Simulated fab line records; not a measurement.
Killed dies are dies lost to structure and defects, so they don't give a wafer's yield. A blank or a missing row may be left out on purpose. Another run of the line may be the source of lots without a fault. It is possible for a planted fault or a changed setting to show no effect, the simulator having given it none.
Split-lot trial | flow n5-finfet | route with 1938 steps; 7 lots, 21 wafers read

ON THE SPLIT
At N5_BEOL_M11_PECVD_70 (deposits SiO2 from TEOS/O2, target thk 20 nm, time 22.7 s), the setting time-s was moved away from the recipe's 22.7 s on 4 of the 21 wafers read, by -11.3% to -7.5%. The other wafers ran this setting at the recipe's value.

Reading taken at the split's own step.

THE READING
SiO2_of_BEOL_M11_PECVD_70.thk-nm (the simulator's own value, which no gauge read), in nm, at N5_BEOL_M11_PECVD_70 (deposits SiO2 from TEOS/O2, target thk 20 nm, time 22.7 s). The file does not state a usual value for it. Here, 17 wafers ran the recipe; their average is 20.3 nm with a standard deviation of 0.26 nm.

wafer  | tool, chamber at the split | time-s as run, s | against the recipe | SiO2_of_BEOL_M11_PECVD_70.thk-nm, nm | against lot-mates on the recipe
L075.1 | pecvd-01, 0                | 22.7             | recipe             | 19.8                                 | -
L075.4 | pecvd-01, 0                | 22.7             | recipe             | 20.4                                 | -
L075.5 | pecvd-01, 1                | 22.7             | recipe             | 20.2                                 | -
L076.1 | pecvd-01, 0                | 20.64            | -9.1%              | 17.8                                 | -2.4
L076.2 | pecvd-01, 1                | 20.64            | -9.1%              | 18                                   | -2.2
L076.5 | pecvd-01, 0                | 22.7             | recipe             | 20.2                                 | -
L081.1 | pecvd-03, 0,1              | 22.7             | recipe             | 20                                   | -
L081.2 | pecvd-03, 0,1              | 22.7             | recipe             | 20                                   | -
L081.4 | pecvd-03, 0                | 22.7             | recipe             | 20.4                                 | -
L086.2 | pecvd-01, 0                | 22.7             | recipe             | 19.8                                 | -
L086.3 | pecvd-01, 1                | 20.99            | -7.5%              | 18.4                                 | -1.7
L086.4 | pecvd-01, 1                | 22.7             | recipe             | 20.4                                 | -
L085.1 | pecvd-01, 1                | 20.13            | -11.3%             | 17.8                                 | -2.7
L085.4 | pecvd-01, 2                | 22.7             | recipe             | 20.4                                 | -
L085.5 | pecvd-01, 0                | 22.7             | recipe             | 20.6                                 | -
L088.2 | pecvd-01, 0                | 22.7             | recipe             | 20.2                                 | -
L088.4 | pecvd-01, 0                | 22.7             | recipe             | 20.6                                 | -
L088.5 | pecvd-01, 2                | 22.7             | recipe             | 20.4                                 | -
L095.4 | pecvd-01, 1,0              | 22.7             | recipe             | 20.6                                 | -
L095.5 | pecvd-01, 1,0              | 22.7             | recipe             | 20.6                                 | -
L095.6 | pecvd-01, 2                | 22.7             | recipe             | 20.2                                 | -
Rows listing several chambers each stand for several wafers; the file does not say which wafer went through which chamber.

THE FIT
A straight line over all 21 wafers: SiO2_of_BEOL_M11_PECVD_70.thk-nm changes by +0.244 nm for each +1% of time-s; r = +0.96; the points scatter about the line by 0.26 nm.
The same after taking each lot's own level away (the mean of its wafers on the recipe; 21 wafers): +0.244 nm for each +1%; r = +0.98; scatter 0.2 nm.
The reading moves by 2.8 nm for the largest change in time-s, on that fit.
Measured against the standard deviation above, the lots' own levels, which go from 20.10 to 20.50 nm, span 1.6 times it.
The two slopes agree, so the slope changes little with the lot-to-lot level.
Check: -2.79 nm against its lot-mates is what the line predicts for one of the wafers moved furthest among these (-11.3%) when that wafer is left out of the fit. It came out at -2.7 nm against them.

FURTHER SPLITS ON THESE WAFERS
Before the reading, these wafers also passed through other splits. Each is held against what the fit with the lots' levels taken away leaves over:
other split on the same wafers | wafers away from the commonest value | r with SiO2_of_BEOL_M11_PECVD_70.thk-nm (lot level and that fit taken away)
N5_BEOL_M5_DESCUM_16 time-s    | 9                                    | -0.07
N5_BEOL_M6_ILD_DEP_00 time-s   | 5                                    | +0.23
N5_BEOL_M6_EXPOSE_08 dose-mj   | 7                                    | +0.07
N5_BEOL_M6_COAT_22 spin-rpm    | 10                                   | -0.26
N5_BEOL_M8_ILD_DEP_00 time-s   | 3                                    | +0.15
N5_BEOL_M10_DESCUM_16 time-s   | 7                                    | +0.02

THE FILE'S OWN FIT
SiO2_of_BEOL_M11_PECVD_70.thk-nm changes by +0.24 nm for each +1% of time-s, r = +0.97.
